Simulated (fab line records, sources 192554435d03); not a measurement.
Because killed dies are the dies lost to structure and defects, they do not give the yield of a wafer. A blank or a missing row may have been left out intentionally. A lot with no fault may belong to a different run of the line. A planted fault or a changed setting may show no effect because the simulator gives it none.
Split-lot study || flow n5_finfet || 21 wafers read across 7 lots, on a route 1938 steps long

THE SPLIT ITSELF
At N5_BEOL_M9_ETCH_62 (etches SOC in N2/H2, target depth 110 nm, overetch 22 nm, time 165 s), the setting time_s was moved away from the recipe's 165 s on 4 of the 21 wafers read, by -20.1% to +19.8%. For the rest of the wafers, this setting stayed at what the recipe calls for.

The reading is taken at the split's own step.

THE READING
SiARC_of_BEOL_M9_COAT_60.thk_nm (the simulator's own value, which no gauge read), in nm, at N5_BEOL_M9_ETCH_62 (etches SOC in N2/H2, target depth 110 nm, overetch 22 nm, time 165 s). The file gives no usual value for it. Here, 17 wafers ran the recipe; their average is 23.5 nm with a standard deviation of 0.27 nm.

{"wafer": "L074.1", "tool, chamber at the split": "rie_diel-03, 0", "time_s as run, s": 165, "against the recipe": "recipe", "SiARC_of_BEOL_M9_COAT_60.thk_nm, nm": 23.2, "against lot-mates on the recipe": "-"}
{"wafer": "L074.3", "tool, chamber at the split": "rie_diel-03, 3", "time_s as run, s": 165, "against the recipe": "recipe", "SiARC_of_BEOL_M9_COAT_60.thk_nm, nm": 23.6, "against lot-mates on the recipe": "-"}
{"wafer": "L074.5", "tool, chamber at the split": "rie_diel-03, 3", "time_s as run, s": 165, "against the recipe": "recipe", "SiARC_of_BEOL_M9_COAT_60.thk_nm, nm": 23.6, "against lot-mates on the recipe": "-"}
{"wafer": "L077.1", "tool, chamber at the split": "rie_diel-05, 2", "time_s as run, s": 165, "against the recipe": "recipe", "SiARC_of_BEOL_M9_COAT_60.thk_nm, nm": 23.6, "against lot-mates on the recipe": "-"}
{"wafer": "L077.3", "tool, chamber at the split": "rie_diel-05, 3", "time_s as run, s": 165, "against the recipe": "recipe", "SiARC_of_BEOL_M9_COAT_60.thk_nm, nm": 23.4, "against lot-mates on the recipe": "-"}
{"wafer": "L077.6", "tool, chamber at the split": "rie_diel-05, 2", "time_s as run, s": 197.6, "against the recipe": "+19.8%", "SiARC_of_BEOL_M9_COAT_60.thk_nm, nm": 22.4, "against lot-mates on the recipe": -1.1}
{"wafer": "L079.1", "tool, chamber at the split": "rie_diel-05, 1", "time_s as run, s": 165, "against the recipe": "recipe", "SiARC_of_BEOL_M9_COAT_60.thk_nm, nm": 23.8, "against lot-mates on the recipe": "-"}
{"wafer": "L079.3", "tool, chamber at the split": "rie_diel-05, 2", "time_s as run, s": 165, "against the recipe": "recipe", "SiARC_of_BEOL_M9_COAT_60.thk_nm, nm": 23.6, "against lot-mates on the recipe": "-"}
{"wafer": "L079.6", "tool, chamber at the split": "rie_diel-05, 2", "time_s as run, s": 165, "against the recipe": "recipe", "SiARC_of_BEOL_M9_COAT_60.thk_nm, nm": 23.6, "against lot-mates on the recipe": "-"}
{"wafer": "L083.1", "tool, chamber at the split": "rie_diel-03, 0,1", "time_s as run, s": 165, "against the recipe": "recipe", "SiARC_of_BEOL_M9_COAT_60.thk_nm, nm": 23, "against lot-mates on the recipe": "-"}
{"wafer": "L083.6", "tool, chamber at the split": "rie_diel-03, 0,1", "time_s as run, s": 165, "against the recipe": "recipe", "SiARC_of_BEOL_M9_COAT_60.thk_nm, nm": 23, "against lot-mates on the recipe": "-"}
{"wafer": "L083.5", "tool, chamber at the split": "rie_diel-03, 2", "time_s as run, s": 165, "against the recipe": "recipe", "SiARC_of_BEOL_M9_COAT_60.thk_nm, nm": 23.6, "against lot-mates on the recipe": "-"}
{"wafer": "L086.1", "tool, chamber at the split": "rie_diel-05, 3", "time_s as run, s": 165, "against the recipe": "recipe", "SiARC_of_BEOL_M9_COAT_60.thk_nm, nm": 23.2, "against lot-mates on the recipe": "-"}
{"wafer": "L086.2", "tool, chamber at the split": "rie_diel-05, 1", "time_s as run, s": 165, "against the recipe": "recipe", "SiARC_of_BEOL_M9_COAT_60.thk_nm, nm": 24, "against lot-mates on the recipe": "-"}
{"wafer": "L086.3", "tool, chamber at the split": "rie_diel-05, 2", "time_s as run, s": 165, "against the recipe": "recipe", "SiARC_of_BEOL_M9_COAT_60.thk_nm, nm": 23.6, "against lot-mates on the recipe": "-"}
{"wafer": "L087.1", "tool, chamber at the split": "rie_diel-02, 1", "time_s as run, s": 165, "against the recipe": "recipe", "SiARC_of_BEOL_M9_COAT_60.thk_nm, nm": 23.2, "against lot-mates on the recipe": "-"}
{"wafer": "L087.5", "tool, chamber at the split": "rie_diel-02, 3", "time_s as run, s": 131.8, "against the recipe": "-20.1%", "SiARC_of_BEOL_M9_COAT_60.thk_nm, nm": 24.8, "against lot-mates on the recipe": "+1.4"}
{"wafer": "L087.6", "tool, chamber at the split": "rie_diel-02, 2", "time_s as run, s": 165, "against the recipe": "recipe", "SiARC_of_BEOL_M9_COAT_60.thk_nm, nm": 23.6, "against lot-mates on the recipe": "-"}
{"wafer": "L095.1", "tool, chamber at the split": "rie_diel-02, 3", "time_s as run, s": 138.2, "against the recipe": "-16.2%", "SiARC_of_BEOL_M9_COAT_60.thk_nm, nm": 24.6, "against lot-mates on the recipe": "+1.2"}
{"wafer": "L095.3", "tool, chamber at the split": "rie_diel-02, 1", "time_s as run, s": 165, "against the recipe": "recipe", "SiARC_of_BEOL_M9_COAT_60.thk_nm, nm": 23.4, "against lot-mates on the recipe": "-"}
{"wafer": "L095.4", "tool, chamber at the split": "rie_diel-02, 2", "time_s as run, s": 138.2, "against the recipe": "-16.2%", "SiARC_of_BEOL_M9_COAT_60.thk_nm, nm": 25, "against lot-mates on the recipe": "+1.6"}
The file does not say which wafer passed through which chamber wherever a row lists several chambers: such a row stands for several wafers.

FIT RESULTS
A straight line over all 21 wafers: SiARC_of_BEOL_M9_COAT_60.thk_nm changes by -0.068 nm for each +1% of time_s; r = -0.90; the points scatter about the line by 0.27 nm.
The same after taking each lot's own level away (the mean of its wafers on the recipe; 21 wafers): -0.0712 nm for each +1%; r = -0.93; scatter 0.24 nm.
On that fit, the largest move of time_s shifts the reading by 1.4 nm.
The lots' own levels span 23.20 to 23.67 nm, that is 1.8 times the standard deviation above.
The two slopes are in agreement: the lot-to-lot level therefore moves the slope only a little.
Check: +1.5 nm against its lot-mates is what the line predicts for one of the wafers moved furthest among these (-20.1%) when that wafer is left out of the fit. Against them it came out at +1.4 nm.

OTHER SPLITS APPLIED TO THESE WAFERS
Note: prior to the reading, these wafers also went through further splits. Each is held against what the fit with the lots' levels taken away leaves over:
{"other split on the same wafers": "N5_BEOL_M7_COAT_05 spin_rpm", "wafers away from the commonest value": 9, "r with SiARC_of_BEOL_M9_COAT_60.thk_nm (lot level and that fit taken away)": "+0.12"}
{"other split on the same wafers": "N5_BEOL_M7_EXPOSE_08 dose_mj", "wafers away from the commonest value": 2, "r with SiARC_of_BEOL_M9_COAT_60.thk_nm (lot level and that fit taken away)": -0.07}
{"other split on the same wafers": "N5_BEOL_M9_DESCUM_16 time_s", "wafers away from the commonest value": 8, "r with SiARC_of_BEOL_M9_COAT_60.thk_nm (lot level and that fit taken away)": -0.41}

THE FILE'S OWN FIT
SiARC_of_BEOL_M9_COAT_60.thk_nm changes by -0.0686 nm for each +1% of time_s, r = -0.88.
